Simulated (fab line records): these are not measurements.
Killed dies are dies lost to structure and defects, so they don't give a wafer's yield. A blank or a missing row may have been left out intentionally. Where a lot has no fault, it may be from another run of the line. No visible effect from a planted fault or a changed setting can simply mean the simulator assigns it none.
A lot that was struck, set against a sound lot / flow nand-harc / 15 steps out of a route of 1159
Sound: the wafers L177.3, L177.4, L177.6. The struck wafers were L182.3, L182.4, L182.5. At the end, the cause is stated.
Per side, at each step with rows, come the tool, then ch with its chambers, and then its first start. Under that, the readings that differ: sound wafers / struck wafers / difference of the means / sigmas: that difference in standard deviations of wafers without a fault.
alike: readings whose means differ by less than 2 such deviations, and words and numbers that are the same on both sides. not compared: withheld readings, readings that some wafer has no value for, bounds like >300 that may hide the same value, and numbers for which the record gives no deviation and whose values overlap.
Wherever a step has rows on one side only, a row that says differs or no value, or a row with sigmas, the two part there. Numbers that don't overlap but have no deviation are shown without sigmas and don't part them. Lack of a reading on every wafer of one side parts them only where that side has two or more wafers.

first, 3 steps without rows for these wafers: NHARC_A_CONTACT_ETCH_76 (etches the open film in N2/H2, target depth 260 nm, time 475.3 s); NHARC_A_CONTACT_ETCH_77 (etches the open film in CF4/CHF3, target depth 72.6 nm, time 36.3 s); NHARC_A_CONTACT_ETCH_78 (etches the open film in O2/COS, target depth 2800 nm, time 728 s).
NHARC_A_CONTACT_ETCH_124: etches the open film in C4F8/O2/Ar, time 140 s, target depth 700 nm.
  sound on har-cap-etch-02 ch 0,1, day 18 09:28; struck on har-cap-etch-03 ch 0,1, day 20 04:27
  alike: chamber-pressure-mTorr, oes-air-line-au
  not compared: rf-hours-counter-h
NHARC_A_CONTACT_ETCH_125: etches the open film in C4F8/O2/Ar, time 155 s, target depth 956 nm.
  sound on har-cap-etch-02 ch 0,1, day 18 09:39; struck on har-cap-etch-03 ch 0,1, day 20 04:38
  alike: chamber-pressure-mTorr, oes-air-line-au
  not compared: rf-hours-counter-h
NHARC_A_CONTACT_ETCH_126: etches the open film in C4F8/O2/Ar, time 155 s, target depth 956 nm.
  sound on har-cap-etch-02 ch 0,1, day 18 09:47; struck on har-cap-etch-03 ch 0,1, day 20 04:47
  alike: chamber-pressure-mTorr, oes-air-line-au
  not compared: rf-hours-counter-h
then, 3 steps without rows for these wafers: NHARC_A_CONTACT_ETCH_127 (etches the open film in C4F8/O2/Ar, time 155 s, target depth 956 nm); NHARC_A_CONTACT_ETCH_128 (etches the open film in C4F8/O2/Ar, time 155 s, target depth 956 nm); NHARC_A_CONTACT_ETCH_129 (etches the open film in C4F8/O2/Ar, time 155 s, target depth 956 nm).
NHARC_A_CONTACT_ETCH_130: etches the open film in C4F8/O2/Ar, time 155 s, target depth 956 nm.
  sound on har-cap-etch-02 ch 0,1, day 18 10:21; struck on har-cap-etch-03 ch 0,1, day 20 05:20
  alike: chamber-pressure-mTorr, oes-air-line-au
  not compared: rf-hours-counter-h
then, 2 steps without rows for these wafers: NHARC_A_CONTACT_ETCH_131 (etches the open film in C4F8/O2/Ar, time 155 s, target depth 956 nm); NHARC_A_CONTACT_ETCH_132 (etches the open film in C4F8/O2/Ar, time 156 s, target depth 958 nm).
NHARC_A_CONTACT_ETCH_133: etches the open film in C4F8/O2/Ar, time 195 s, target depth 840 nm.
  sound on har-cap-etch-02 ch 0,1, day 18 10:49; struck on har-cap-etch-03 ch 0,1, day 20 05:49
  no value came back on the struck wafers for chamber-pressure-mTorr (mTorr), oes-air-line-au (a.u.); on the sound wafers chamber-pressure-mTorr (mTorr) reads 20.010 20.002 19.989
  not compared: rf-hours-counter-h
NHARC_A_CONTACT_ETCH_91: etches the open film in CH3F/O2, target depth 40 nm, time 85.7 s.
  sound on rie-diel-02 ch 0,1,2, day 18 11:19; struck on rie-diel-02 ch 0,2,3, day 20 06:17
reading=oes-product-au (a.u.); sound=0.993 0.987 1.003; struck=0.928 0.927 0.910; difference=-0.073; sigmas=-3
  alike: bias-w, ch3f-flow-sccm, drypump-motor-current-A, rf-vpp-V, showerhead-plenum-p-Torr, throttle-valve-pct
  not compared: rf-hours-counter-h
-- break in the record here, with 3 days between the starts of the struck wafers on either side (left off in module A_CONTACT, picked up again in module END, where the first step shown is number 1159 on the route) --
NHARC_END_SORT_01:
  sound on prober-02 ch 0, day 21 03:20; struck on prober-01 ch 0, day 22 23:41
reading=hold; sound=- - -; struck=await-dispo/2.4h/scrap await-dispo/2.4h/scrap await-dispo/2.4h/scrap; difference=no value on the sound wafers; sigmas=
reading=killed-at-array; sound=21 30 23; struck=674 672 672; difference=+648; sigmas=+71
reading=killed-dies; sound=26 36 28; struck=677 677 677; difference=+647; sigmas=+70
  alike: killed-at-other, killed-at-periphery, killed-open, killed-short

## WHERE THEY PART
Earliest at NHARC_A_CONTACT_ETCH_133; latest, in this record, at NHARC_END_SORT_01.

WHY: what the simulator had put in
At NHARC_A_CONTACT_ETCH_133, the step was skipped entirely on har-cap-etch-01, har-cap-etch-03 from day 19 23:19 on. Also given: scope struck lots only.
